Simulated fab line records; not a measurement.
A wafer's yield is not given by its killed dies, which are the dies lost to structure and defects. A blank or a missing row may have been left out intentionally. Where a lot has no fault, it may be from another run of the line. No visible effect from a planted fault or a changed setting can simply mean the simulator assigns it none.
fab line records	flow n5_finfet	part 1 of 2: steps 1 to 24 of 34
record: lots: 5	wafers: 15	last_day: 16
route steps=1938 shown BEOL_M3@1003 BEOL_M4@1021
lots untouched by any fault: they come from a run of this same line in which no faults occurred
start_h: hours from the record's first day to the start of the lot's first wafer shown	wait_h: hours from the lot's prior step to this one	" identical to the entry in the row above	L1.1+2: several wafers, shown together as one row	- no value, or no start given	* or withheld: withheld	< > ~ a bound
route shown NAME@n: names a module that has steps shown in the file, with the first one's number in the route	usual: mean/standard deviation of fault-free wafers	same: alike in all rows	chamber/n: place in a boat	sites: the reading at each site	_std_site: standard deviation across them	_edge_site: mean of outer sites minus mean of inner sites	radius_mm: for every site, how far away it sits from the centre of the wafer	mask NAME#n: copy n	behind: the last tool/chamber to shape the wafer	hold: the reason the lot was held/the length of the hold in hours/how it ended	device: whichever transistor did not switch (one of n, p or np)	end of line: tests run on the same wafers once the route is complete	a step given without rows: its recipe and nothing more	killed: dies lost to structure and defects at the first sort, not the wafer's yield	map: a wafer's dies, x killed, . not, _ none there
set.NAME: the setting that was run; set.NAME@STEP: the one run at that earlier step	model.NAME: the simulator's own value behind a step, which no gauge read
lots at some steps of the route; a table a step, a row a wafer
services: when a tool's chamber went out of use (start_h, in hours from the record's first day, below 0 if earlier), for how many hours, and the reason
== steps ==
step: N5_BEOL_M3_ANNEAL_89
recipe: temp_c: 400	time_s: 240	ambient: vacuum
usual: heater_power_w: 845/69
same: time_s: 240
lot.wafer	tool	chamber	start_h	wait_h	heater_power_w
L082.1	pvd_sputter-03	-	198.46	0.0	709
L082.4	"	-	"	"	902
L082.6	"	-	"	"	861
L088.1	pvd_sputter-02	-	235.52	0.0	931
L088.4	"	-	"	"	890
L088.6	"	-	"	"	831
L091.2	pvd_sputter-03	-	263.87	0.0	770
L091.4	"	-	"	"	866
L091.5	"	-	"	"	852
L093.1	pvd_sputter-03	-	270.34	0.0	685
L093.2	"	-	"	"	857
L093.4	"	-	"	"	867
L094.1	pvd_sputter-02	-	270.54	0.0	920
L094.3	"	-	"	"	875
L094.4	"	-	"	"	837
step: N5_BEOL_M3_SPUTTER_90
recipe: material: Cu	target_thk_a: 45	temp_c: -20	chamber_pressure_pa: 0.07	power_w: withheld	time_s: 8.29
usual: throttle_valve_pct: 29.9/1.2
same: time_s: 8.29
lot.wafer	tool	chamber	start_h	wait_h	throttle_valve_pct
L082.1	pvd_sputter-03	-	198.60	0.1	28.6
L082.4	"	-	"	"	30.7
L082.6	"	-	"	"	28.4
L088.1	pvd_sputter-02	-	235.66	0.1	30.8
L088.4	"	-	"	"	31.1
L088.6	"	-	"	"	30.6
L091.2	pvd_sputter-03	-	264.01	0.1	28.7
L091.4	"	-	"	"	30.6
L091.5	"	-	"	"	28.3
L093.1	pvd_sputter-03	-	270.48	0.1	28.3
L093.2	"	-	"	"	28.4
L093.4	"	-	"	"	30.6
L094.1	pvd_sputter-02	-	270.68	0.1	31.0
L094.3	"	-	"	"	31.2
L094.4	"	-	"	"	30.7
step: N5_BEOL_M3_ANNEAL_91
recipe: temp_c: 400	time_s: 240	ambient: vacuum
usual: heater_power_w: 845/71
same: time_s: 240
lot.wafer	tool	chamber	start_h	wait_h	heater_power_w
L082.1	pvd_sputter-03	-	198.68	0.0	707
L082.4	"	-	"	"	887
L082.6	"	-	"	"	860
L088.1	pvd_sputter-02	-	235.74	0.0	913
L088.4	"	-	"	"	884
L088.6	"	-	"	"	854
L091.2	pvd_sputter-03	-	264.09	0.0	808
L091.4	"	-	"	"	901
L091.5	"	-	"	"	838
L093.1	pvd_sputter-03	-	270.56	0.0	698
L093.2	"	-	"	"	860
L093.4	"	-	"	"	887
L094.1	pvd_sputter-02	-	270.76	0.0	928
L094.3	"	-	"	"	895
L094.4	"	-	"	"	825
step: N5_BEOL_M3_SPUTTER_92
recipe: material: Cu	target_thk_a: 45	temp_c: -20	chamber_pressure_pa: 0.07	power_w: withheld	time_s: 8.29
usual: throttle_valve_pct: 29.9/1.2
same: time_s: 8.29
lot.wafer	tool	chamber	start_h	wait_h	throttle_valve_pct
L082.1	pvd_sputter-03	-	198.82	0.1	28.9
L082.4	"	-	"	"	30.5
L082.6	"	-	"	"	28.3
L088.1	pvd_sputter-02	-	235.88	0.1	30.8
L088.4	"	-	"	"	30.7
L088.6	"	-	"	"	30.5
L091.2	pvd_sputter-03	-	264.23	0.1	28.6
L091.4	"	-	"	"	30.6
L091.5	"	-	"	"	28.3
L093.1	pvd_sputter-03	-	270.70	0.1	28.8
L093.2	"	-	"	"	28.3
L093.4	"	-	"	"	30.7
L094.1	pvd_sputter-02	-	270.90	0.1	30.7
L094.3	"	-	"	"	30.8
L094.4	"	-	"	"	30.7
step: N5_BEOL_M3_ANNEAL_93
recipe: temp_c: 400	time_s: 240	ambient: vacuum
usual: heater_power_w: 845/70
same: time_s: 240
lot.wafer	tool	chamber	start_h	wait_h	heater_power_w
L082.1	pvd_sputter-03	-	198.90	0.0	699
L082.4	"	-	"	"	877
L082.6	"	-	"	"	864
L088.1	pvd_sputter-02	-	235.96	0.0	908
L088.4	"	-	"	"	890
L088.6	"	-	"	"	837
L091.2	pvd_sputter-03	-	264.31	0.0	771
L091.4	"	-	"	"	902
L091.5	"	-	"	"	868
L093.1	pvd_sputter-03	-	270.78	0.0	704
L093.2	"	-	"	"	859
L093.4	"	-	"	"	879
L094.1	pvd_sputter-02	-	270.98	0.0	903
L094.3	"	-	"	"	888
L094.4	"	-	"	"	877
step: N5_BEOL_M3_SPUTTER_94
recipe: material: Cu	target_thk_a: 45	temp_c: -20	chamber_pressure_pa: 0.07	power_w: withheld	time_s: 8.29
usual: throttle_valve_pct: 29.9/1.2
same: time_s: 8.29
lot.wafer	tool	chamber	start_h	wait_h	throttle_valve_pct
L082.1	pvd_sputter-03	-	199.04	0.1	28.6
L082.4	"	-	"	"	30.8
L082.6	"	-	"	"	28.5
L088.1	pvd_sputter-02	-	236.10	0.1	30.9
L088.4	"	-	"	"	31.1
L088.6	"	-	"	"	30.6
L091.2	pvd_sputter-03	-	264.45	0.1	28.7
L091.4	"	-	"	"	30.9
L091.5	"	-	"	"	28.1
L093.1	pvd_sputter-03	-	270.92	0.1	28.4
L093.2	"	-	"	"	28.0
L093.4	"	-	"	"	30.6
L094.1	pvd_sputter-02	-	271.12	0.1	31.0
L094.3	"	-	"	"	31.2
L094.4	"	-	"	"	31.1
step: N5_BEOL_M3_ANNEAL_95
recipe: temp_c: 400	time_s: 240	ambient: vacuum
usual: heater_power_w: 846/69
same: time_s: 240
lot.wafer	tool	chamber	start_h	wait_h	heater_power_w
L082.1	pvd_sputter-03	-	199.12	0.0	704
L082.4	"	-	"	"	884
L082.6	"	-	"	"	835
L088.1	pvd_sputter-02	-	236.18	0.0	920
L088.4	"	-	"	"	878
L088.6	"	-	"	"	821
L091.2	pvd_sputter-03	-	264.53	0.0	801
L091.4	"	-	"	"	874
L091.5	"	-	"	"	852
L093.1	pvd_sputter-03	-	271.00	0.0	702
L093.2	"	-	"	"	854
L093.4	"	-	"	"	872
L094.1	pvd_sputter-02	-	271.20	0.0	919
L094.3	"	-	"	"	863
L094.4	"	-	"	"	841
step: N5_BEOL_M3_SPUTTER_96
recipe: material: Cu	target_thk_a: 45	temp_c: -20	chamber_pressure_pa: 0.07	power_w: withheld	time_s: 8.29
usual: throttle_valve_pct: 29.9/1.2
same: time_s: 8.29
lot.wafer	tool	chamber	start_h	wait_h	throttle_valve_pct
L082.1	pvd_sputter-03	-	199.26	0.1	28.4
L082.4	"	-	"	"	30.9
L082.6	"	-	"	"	28.4
L088.1	pvd_sputter-02	-	236.32	0.1	30.8
L088.4	"	-	"	"	31.0
L088.6	"	-	"	"	31.0
L091.2	pvd_sputter-03	-	264.67	0.1	28.5
L091.4	"	-	"	"	30.5
L091.5	"	-	"	"	28.4
L093.1	pvd_sputter-03	-	271.14	0.1	28.4
L093.2	"	-	"	"	28.3
L093.4	"	-	"	"	30.6
L094.1	pvd_sputter-02	-	271.34	0.1	31.0
L094.3	"	-	"	"	30.6
L094.4	"	-	"	"	31.2
step: N5_BEOL_M3_ECD_50
recipe: material: Cu	target_thk_a: 3000
lot.wafer	tool	chamber	start_h	wait_h
L082.1+4+6	ecd_cu-02	1,0,1	199.38	0.1
L088.1+4+6	ecd_cu-01	1,1,0	236.44	0.1
L091.2+4+5	ecd_cu-01	1,0,0	264.79	0.1
L093.1+2+4	ecd_cu-01	1,0,1	271.26	0.1
L094.1+3+4	ecd_cu-02	1,1,0	271.46	0.1
step: N5_BEOL_M3_ANNEAL_51
recipe: temp_c: 225	time_s: 90	ambient: N2
usual: wafer_temp_C_max: 226.10/0.26
same: time_s: 90
lot.wafer	tool	chamber	start_h	wait_h	wafer_temp_C_max
L082.1	rtp_anneal-01	0	199.46	0.1	226.41
L082.4	"	0	"	"	225.93
L082.6	"	0	"	"	226.08
L088.1	rtp_anneal-01	0	236.97	0.5	226.16
L088.4	"	0	"	"	226.16
L088.6	"	0	"	"	225.76
L091.2	rtp_anneal-02	0	264.96	0.2	226.33
L091.4	"	0	"	"	226.08
L091.5	"	0	"	"	226.54
L093.1	rtp_anneal-01	0	271.33	0.1	226.39
L093.2	"	0	"	"	225.91
L093.4	"	0	"	"	225.84
L094.1	rtp_anneal-02	0	271.54	0.1	225.87
L094.3	"	0	"	"	225.83
L094.4	"	0	"	"	226.90
step: N5_BEOL_M3_CMP_52
recipe: stop_on: SiOC	t_overpolish_s: 6.8	down_force_psi: 1	platen_rpm: 50	clearing_platen_down_force_psi: 1.5	clearing_platen_rpm: 50	post_cmp_clean: cu_alkaline	target_thk_nm: 40	clearing_platen_pad_velocity_m_s: 0.99484	pad_velocity_m_s: 0.99484
usual: barrier_field_endpoint_s: 24.6/0.61	motor_current_A: 5.8/0.55	overpolish_run_s: 6.801/0.0092	time_to_endpoint_s: 62/3.1
lot.wafer	tool	chamber	start_h	wait_h	barrier_field_endpoint_s	motor_current_A	overpolish_run_s	time_to_endpoint_s
L082.4	cmp-03	3	199.83	0.2	24.3	5.6	6.791	59
L082.1	"	0	"	"	22.9	6.9	6.812	55
L082.6	"	2	"	"	24.7	5.9	6.800	63
L088.1	cmp-02	3	237.46	0.4	24.5	6.7	6.803	64
L088.4	"	0	"	"	25.6	5.4	6.809	67
L088.6	"	1	"	"	24.6	5.5	6.810	60
L091.2	cmp-04	2	265.44	0.4	23.6	6.0	6.801	61
L091.4	"	1	"	"	24.4	4.6	6.788	62
L091.5	"	2	"	"	24.1	5.8	6.804	62
L093.2	cmp-04	3	271.63	0.2	24.8	5.9	6.793	65
L093.1	"	0	"	"	25.3	5.6	6.811	62
L093.4	"	2	"	"	24.7	5.9	6.806	61
L094.3	cmp-04	1	272.15	0.3	24.1	4.9	6.808	58
L094.1	"	2	"	"	24.3	5.7	6.792	64
L094.4	"	3	"	"	26.0	5.8	6.801	68
step: N5_BEOL_M3_THK_MEAS_53
recipe: thk_meas_gauge: xrf	reads: Cu_of_BEOL_M3_ECD_50
usual: M3_THK: 39.8/1.6
lot.wafer	tool	chamber	start_h	wait_h	M3_THK[nm]
L082.1	film_metro-02	-	200.05	-	35.8
L082.4	"	-	"	"	39.3
L082.6	"	-	"	"	38.6
L088.1	film_metro-01	-	237.68	-	40.6
L088.4	"	-	"	"	42.8
L088.6	"	-	"	"	42.6
L091.2	film_metro-01	-	265.73	-	40.3
L091.4	"	-	"	"	39.1
L091.5	"	-	"	"	41.0
L093.1	film_metro-02	-	271.93	-	38.2
L093.2	"	-	"	"	39.6
L093.4	"	-	"	"	40.0
L094.1	film_metro-01	-	272.41	-	38.8
L094.3	"	-	"	"	39.2
L094.4	"	-	"	"	42.3
step: N5_BEOL_M3_PRE_CLEAN_60
recipe: gas: NH3/H2	time_s: 15	temp_c: *	rf_power_w: 300
usual: heater_power_w: 81/11	rf_fwd_power_W: 297.1/1.4
same: time_s: 15
lot.wafer	tool	chamber	start_h	wait_h	heater_power_w	rf_fwd_power_W
L082.1	cvd_co-02	0	200.08	0.0	77	298.1
L082.4	"	0	"	"	76	298.1
L082.6	"	2	"	"	88	300.4
L088.1	cvd_co-02	0	237.71	0.0	76	296.3
L088.4	"	1	"	"	73	293.9
L088.6	"	2	"	"	88	297.2
L091.2	cvd_co-01	0	265.83	0.1	65	298.2
L091.4	"	0	"	"	66	298.3
L091.5	"	1	"	"	91	295.1
L093.1	cvd_co-02	2	272.03	0.1	87	300.0
L093.2	"	1	"	"	74	296.0
L093.4	"	2	"	"	92	297.0
L094.1	cvd_co-01	0	272.47	0.1	65	297.4
L094.3	"	2	"	"	98	297.8
L094.4	"	1	"	"	94	295.5
step: N5_BEOL_M3_CO_CAP_55
recipe: material: Co	target_thk_a: 20	temp_c: 200	precursor: CCTBA/H2	pressure_torr: 30	time_s: 102.1
usual: heater_power_w: 230/14
same: time_s: 102.1
lot.wafer	tool	chamber	start_h	wait_h	heater_power_w
L082.1	cvd_co-02	0	200.12	0.0	228
L082.4	"	0	"	"	225
L082.6	"	2	"	"	240
L088.1	cvd_co-02	0	237.75	0.0	230
L088.4	"	1	"	"	220
L088.6	"	2	"	"	236
L091.2	cvd_co-01	0	265.87	0.0	206
L091.4	"	0	"	"	205
L091.5	"	1	"	"	246
L093.1	cvd_co-02	2	272.07	0.0	243
L093.2	"	1	"	"	222
L093.4	"	2	"	"	239
L094.1	cvd_co-01	0	272.51	0.0	212
L094.3	"	2	"	"	252
L094.4	"	1	"	"	248
step: N5_BEOL_M3_PRE_CLEAN_56
recipe: gas: NH3	time_s: 15	temp_c: withheld	rf_power_w: 300
usual: rf_fwd_power_W: 294.4/1.4
same: time_s: 15
lot.wafer	tool	chamber	start_h	wait_h	rf_fwd_power_W
L082.1	pecvd-02	1	200.22	0.1	293.1
L082.4	"	0	"	"	295.2
L082.6	"	2	"	"	295.4
L088.1	pecvd-02	2	237.84	0.1	294.5
L088.4	"	2	"	"	296.3
L088.6	"	1	"	"	292.9
L091.2	pecvd-01	2	265.97	0.1	294.5
L091.4	"	1	"	"	293.4
L091.5	"	2	"	"	294.9
L093.1	pecvd-01	0	272.16	0.1	295.7
L093.2	"	1	"	"	292.1
L093.4	"	1	"	"	292.5
L094.1	pecvd-03	2	272.61	0.1	293.1
L094.3	"	1	"	"	295.7
L094.4	"	2	"	"	293.3
step: N5_BEOL_M3_DEP_57
recipe: material: SiCN	target_thk_a: 80	temp_c: withheld	precursor: 3MS/NH3	pressure_torr: 3	rf_w: 202	time_s: 14
usual: rf_fwd_power_W: 199.3/0.85	showerhead_plenum_p_Torr: 3.671/0.013	throttle_valve_pct: 9.1/0.5
same: time_s: 14
lot.wafer	tool	chamber	start_h	wait_h	rf_fwd_power_W	showerhead_plenum_p_Torr	throttle_valve_pct
L082.1	pecvd-02	1	200.24	0.0	199.1	3.670	9.5
L082.4	"	0	"	"	200.0	3.680	9.2
L082.6	"	2	"	"	200.1	3.658	8.9
L088.1	pecvd-02	2	237.87	0.0	198.9	3.658	8.8
L088.4	"	2	"	"	198.9	3.662	8.8
L088.6	"	1	"	"	198.2	3.682	9.6
L091.2	pecvd-01	2	265.99	0.0	198.4	3.661	8.6
L091.4	"	1	"	"	200.0	3.679	8.9
L091.5	"	2	"	"	199.4	3.654	8.2
L093.1	pecvd-01	0	272.19	0.0	201.0	3.663	9.5
L093.2	"	1	"	"	198.6	3.686	9.0
L093.4	"	1	"	"	199.0	3.676	8.9
L094.1	pecvd-03	2	272.63	0.0	198.9	3.662	8.6
L094.3	"	1	"	"	200.5	3.698	9.7
L094.4	"	2	"	"	198.8	3.661	8.3
step: N5_BEOL_M3_RS_MEAS_58
recipe: thk_meas_gauge: four-point-probe	reads: Co_of_BEOL_M3_CO_CAP_55+Cu_of_BEOL_M3_ECD_50+Co_of_BEOL_M3_CVD_47+TaN_of_BEOL_M3_ALD_84
usual: M3_RS: 0.67/0.036
lot.wafer	tool	chamber	start_h	wait_h	M3_RS[ohm/sq]
L082.1	film_metro-01	-	200.31	0.0	0.78
L082.4	"	-	"	"	0.69
L082.6	"	-	"	"	0.70
L088.1	film_metro-02	-	237.94	0.0	0.65
L088.4	"	-	"	"	0.61
L088.6	"	-	"	"	0.62
L091.2	film_metro-01	-	266.06	0.1	0.66
L091.4	"	-	"	"	0.69
L091.5	"	-	"	"	0.65
L093.1	film_metro-01	-	272.26	0.1	0.71
L093.2	"	-	"	"	0.68
L093.4	"	-	"	"	0.67
L094.1	film_metro-02	-	272.70	0.0	0.69
L094.3	"	-	"	"	0.69
L094.4	"	-	"	"	0.62
step: N5_BEOL_M3_INSPECT_59
recipe: inspect_instrument: darkfield	mode: post_dep
usual: raw_defect_count: 71/29
lot.wafer	tool	chamber	start_h	wait_h	raw_defect_count
L082.1	defect_inspect-02	-	200.33	0.0	78
L082.4	"	-	"	"	43
L082.6	"	-	"	"	81
L088.1	defect_inspect-02	-	237.96	0.0	88
L088.4	"	-	"	"	137
L088.6	"	-	"	"	131
L091.2	defect_inspect-02	-	266.08	0.0	88
L091.4	"	-	"	"	55
L091.5	"	-	"	"	60
L093.1	defect_inspect-02	-	272.28	0.0	103
L093.2	"	-	"	"	68
L093.4	"	-	"	"	91
L094.1	defect_inspect-02	-	272.72	0.0	86
L094.3	"	-	"	"	75
L094.4	"	-	"	"	73
step: N5_BEOL_M4_ILD_DEP_00
recipe: material: SiOC	target_thk_a: 790	temp_c: 350	precursor: DEMS/O2	pressure_torr: 5	rf_w: 500	time_s: 15.3
usual: heater_power_w: 496/99	rf_fwd_power_W: 493.4/2.1	showerhead_plenum_p_Torr: 5.698/0.014	throttle_valve_pct: 11.9/0.61
same: time_s: 15.3
lot.wafer	tool	chamber	start_h	wait_h	heater_power_w	rf_fwd_power_W	showerhead_plenum_p_Torr	throttle_valve_pct
L082.1	pecvd-04	2	200.37	0.0	553	494.8	5.693	11.0
L082.4	"	0	"	"	452	495.1	5.682	12.6
L082.6	"	2	"	"	568	496.6	5.693	11.2
L088.1	pecvd-04	0	238.00	0.0	424	492.0	5.676	12.7
L088.4	"	0	"	"	433	493.1	5.690	12.5
L088.6	"	1	"	"	501	491.8	5.719	11.6
L091.2	pecvd-04	1	266.12	0.0	477	494.2	5.705	11.6
L091.4	"	1	"	"	481	491.7	5.709	11.4
L091.5	"	2	"	"	548	496.1	5.683	11.4
L093.1	pecvd-04	2	272.33	0.0	584	498.8	5.689	11.2
L093.2	"	0	"	"	450	491.7	5.685	12.3
L093.4	"	2	"	"	462	497.0	5.678	11.2
L094.1	pecvd-01	1	272.76	0.0	521	492.5	5.709	11.8
L094.3	"	0	"	"	427	492.7	5.689	12.6
L094.4	"	2	"	"	427	495.0	5.686	11.2
step: N5_BEOL_M4_THK_MEAS_01
recipe: reads: SiOC_of_BEOL_M4_ILD_DEP_00
usual: M4_ILD_THK: 79.1/0.94
lot.wafer	tool	chamber	start_h	wait_h	M4_ILD_THK[nm]
L082.1	film_metro-01	-	200.44	0.0	78.1
L082.4	"	-	"	"	79.3
L082.6	"	-	"	"	79.7
L088.1	film_metro-01	-	238.07	0.0	77.6
L088.4	"	-	"	"	79.3
L088.6	"	-	"	"	79.0
L091.2	film_metro-02	-	266.19	0.1	77.5
L091.4	"	-	"	"	79.2
L091.5	"	-	"	"	80.3
L093.1	film_metro-02	-	272.40	0.0	79.2
L093.2	"	-	"	"	79.0
L093.4	"	-	"	"	80.4
L094.1	film_metro-01	-	272.83	0.0	79.0
L094.3	"	-	"	"	80.5
L094.4	"	-	"	"	80.4
step: N5_BEOL_M4_PECVD_72
recipe: material: SiO2	target_thk_a: 160	temp_c: 400	precursor: TEOS/O2	pressure_torr: 5.5	rf_w: 450	teos_flow_sccm: 53.8	gas: O2	flow_sccm: 3000	time_s: 18
usual: heater_power_w: 704/120	rf_fwd_power_W: 444.1/1.9	showerhead_plenum_p_Torr: 8.80/0.056	throttle_valve_pct: 22.3/1.2
same: time_s: 18
lot.wafer	tool	chamber	start_h	wait_h	heater_power_w	rf_fwd_power_W	showerhead_plenum_p_Torr	throttle_valve_pct
L082.1	pecvd-02	0	200.47	0.0	979	443.9	8.84	21.9
L082.4	"	0	"	"	1002	446.7	8.83	22.3
L082.6	"	2	"	"	689	446.8	8.78	22.0
L088.1	pecvd-04	1	238.10	0.0	800	444.3	8.90	21.9
L088.4	"	2	"	"	788	442.2	8.75	20.9
L088.6	"	0	"	"	623	445.3	8.73	23.4
L091.2	pecvd-02	0	266.23	0.0	903	444.9	8.85	21.9
L091.4	"	1	"	"	532	443.2	8.84	24.1
L091.5	"	0	"	"	914	447.6	8.86	22.1
L093.1	pecvd-02	1	272.43	0.0	620	439.7	8.80	23.9
L093.2	"	0	"	"	1010	444.7	8.85	22.2
L093.4	"	1	"	"	618	442.6	8.81	24.0
L094.1	pecvd-04	1	272.86	0.0	713	441.5	8.89	21.7
L094.3	"	2	"	"	862	445.4	8.75	21.2
L094.4	"	1	"	"	715	442.3	8.88	22.0
step: N5_BEOL_M4_HM_DEP_02
recipe: material: TiN	target_thk_a: 200	temp_c: 25	chamber_pressure_pa: 0.49996
usual: throttle_valve_pct: 29.9/1.2
lot.wafer	tool	chamber	start_h	wait_h	throttle_valve_pct
L082.1	pvd_sputter-03	-	201.62	1.1	30.9
L082.4	"	-	"	"	28.4
L082.6	"	-	"	"	30.8
L088.1	pvd_sputter-03	-	239.69	1.6	28.6
L088.4	"	-	"	"	28.2
L088.6	"	-	"	"	28.6
L091.2	pvd_sputter-03	-	266.30	0.1	28.3
L091.4	"	-	"	"	31.1
L091.5	"	-	"	"	28.8
L093.1	pvd_sputter-01	-	272.49	0.0	31.8
L093.2	"	-	"	"	28.7
L093.4	"	-	"	"	30.3
L094.1	pvd_sputter-03	-	274.42	1.5	28.4
L094.3	"	-	"	"	28.7
L094.4	"	-	"	"	30.6
step: N5_BEOL_M4_COAT_61
recipe: resist: SOC	temp_c: 250	time_s: 60	spin_rpm: 1500	resist_thk_nm: 60
usual: chill_plate_temp_C: 23.02/0.11
same: time_s: 60
lot.wafer	tool	chamber	start_h	wait_h	chill_plate_temp_C
L082.1	litho_track-01	0	201.75	0.1	22.91
L082.4	"	0	"	"	22.82
L082.6	"	0	"	"	22.85
L088.1	litho_track-04	0	239.82	0.1	22.95
L088.4	"	0	"	"	23.01
L088.6	"	0	"	"	22.90
L091.2	litho_track-05	0	266.43	0.1	23.00
L091.4	"	0	"	"	23.10
L091.5	"	0	"	"	22.97
L093.1	litho_track-05	0	272.62	0.1	23.16
L093.2	"	0	"	"	23.18
L093.4	"	0	"	"	23.22
L094.1	litho_track-04	0	274.55	0.1	23.00
L094.3	"	0	"	"	23.03
L094.4	"	0	"	"	23.02
step: N5_BEOL_M4_COAT_62
recipe: resist: SiARC	temp_c: 220	time_s: 60	spin_rpm: 1500	resist_thk_nm: 12
usual: chill_plate_temp_C: 23.00/0.11
same: time_s: 60
lot.wafer	tool	chamber	start_h	wait_h	chill_plate_temp_C
L082.1	litho_track-01	0	-	-	22.91
L082.4	"	0	"	"	22.90
L082.6	"	0	"	"	22.99
L088.1	litho_track-04	0	-	-	23.01
L088.4	"	0	"	"	23.00
L088.6	"	0	"	"	23.08
L091.2	litho_track-05	0	-	-	23.03
L091.4	"	0	"	"	22.92
L091.5	"	0	"	"	23.03
L093.1	litho_track-05	0	-	-	22.95
L093.2	"	0	"	"	22.77
L093.4	"	0	"	"	22.95
L094.1	litho_track-04	0	-	-	23.11
L094.3	"	0	"	"	23.20
L094.4	"	0	"	"	23.05
